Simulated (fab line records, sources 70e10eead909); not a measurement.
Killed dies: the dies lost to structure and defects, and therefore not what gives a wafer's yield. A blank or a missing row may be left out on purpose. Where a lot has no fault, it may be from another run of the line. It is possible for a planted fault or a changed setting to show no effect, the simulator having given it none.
8D (eight disciplines) problem report, filled in by code | flow nandHarc | the parts of the form that need people (team, actions taken, sign-off) are left out

## 1. THE ISSUE
At NHARC_END_SORT_01, killedDies averages 394 over 6 wafers from 2 lots, while fault-free wafers read 33, standard deviation 10. Measured from the usual mean, that is +36 standard deviations.
First observed at day 21 04:43: wafer L403.2, on prober-02. The record holds 39 wafers of 13 lots with a number at this step. Rule for "out", or "out of limits": more than 4 standard deviations from the usual mean. Any other wafer with a number is counted as sound.

## 2. WHAT IT IS AND WHAT IT IS NOT
question                    | is                                                                                                                                      | is not
which readings at this step | killedDies, defectLimitedYield, killedAtArray, sort_bin_2_pct, sort_bin_3_pct, sort_bin_4_pct, sortNPass, sortRimYieldPct, sortYieldPct | killedAtOther, killedAtPeriphery, killedOpen, killedShort
which lots                  | L403, L404                                                                                                                              | L396, L397, L398, L399, L400, L401, L402, L414, L416, L417, L419
which wafers of those lots  | all that have a number                                                                                                                  | -
read on which gauges        | prober-01, prober-02                                                                                                                    | -
when                        | from day 21 04:43                                                                                                                       | up to then (21 sound wafers); but 12 sound wafers of L414, L416, L417, L419 came after

## 3. WHAT RULES OUT EACH SUSPECT
Counting: a tool at any process step up to the reading remains a suspect when it ran all the lots that are out and ran no sound lot after the first of those.
- the gauge at NHARC_END_SORT_01 has been ruled out. 2 gauges (prober-01, prober-02) read the wafers that are out.
- ecdCu-02 at NHARC_A_M0_ECD_22 (material Cu, target thk 400 nm): kept. It ran every lot that is out, first L403 (day 19 10:35), and no sound lot after that; its last sound lot up to then is L402 (day 18 15:38).
Remaining after the count: ecdCu-02 at NHARC_A_M0_ECD_22.

## 4. THE CAUSE (what the simulator had put in)
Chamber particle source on ecdCu-02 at NHARC_A_M0_ECD_22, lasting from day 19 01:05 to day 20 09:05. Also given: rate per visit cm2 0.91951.
Only this tool survived the counting.

## 5. THE EFFECT CHAIN, in route order
Each row: a reading whose mean over the struck wafers that have a number lies more than 3 standard deviations from the usual. Scope: only readings with a usual standard deviation given in the record; hours: median across lots of the time from each lot's start at the first step in this table that gives one to its start at this step; sigmas: change in usual standard deviations.
hours | step              | reading            | usual  | on struck wafers | change | sigmas
0     | NHARC_END_SORT_01 | defectLimitedYield | 95.1 % | 41.8             | -53.3  | -36
0     | NHARC_END_SORT_01 | killedAtArray      | 29     | 390              | +362   | +36
0     | NHARC_END_SORT_01 | killedDies         | 33     | 394              | +361   | +36
0     | NHARC_END_SORT_01 | sort_bin_2_pct     | 1.5 %  | 20.2             | +18.7  | +29
0     | NHARC_END_SORT_01 | sort_bin_3_pct     | 0.29 % | 4.68             | +4.39  | +18
0     | NHARC_END_SORT_01 | sort_bin_4_pct     | 3.1 %  | 33.4             | +30.3  | +32
0     | NHARC_END_SORT_01 | sortNPass          | 644    | 283              | -361   | -36
0     | NHARC_END_SORT_01 | sortRimYieldPct    | 96.9 % | 43.7             | -53.2  | -20
0     | NHARC_END_SORT_01 | sortYieldPct       | 95.1 % | 41.8             | -53.3  | -36

## 6. HOW IT WOULD HAVE BEEN CAUGHT EARLIER
In this record the first reading out of limits at a measuring or inspecting step was taken at day 21 04:43, 52 hours after the fault began at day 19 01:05.
Lots out: 2; all had begun NHARC_A_M0_ECD_22 on ecdCu-02 by day 21 04:43. Had the tool been put on hold then, not one of them would have been saved.
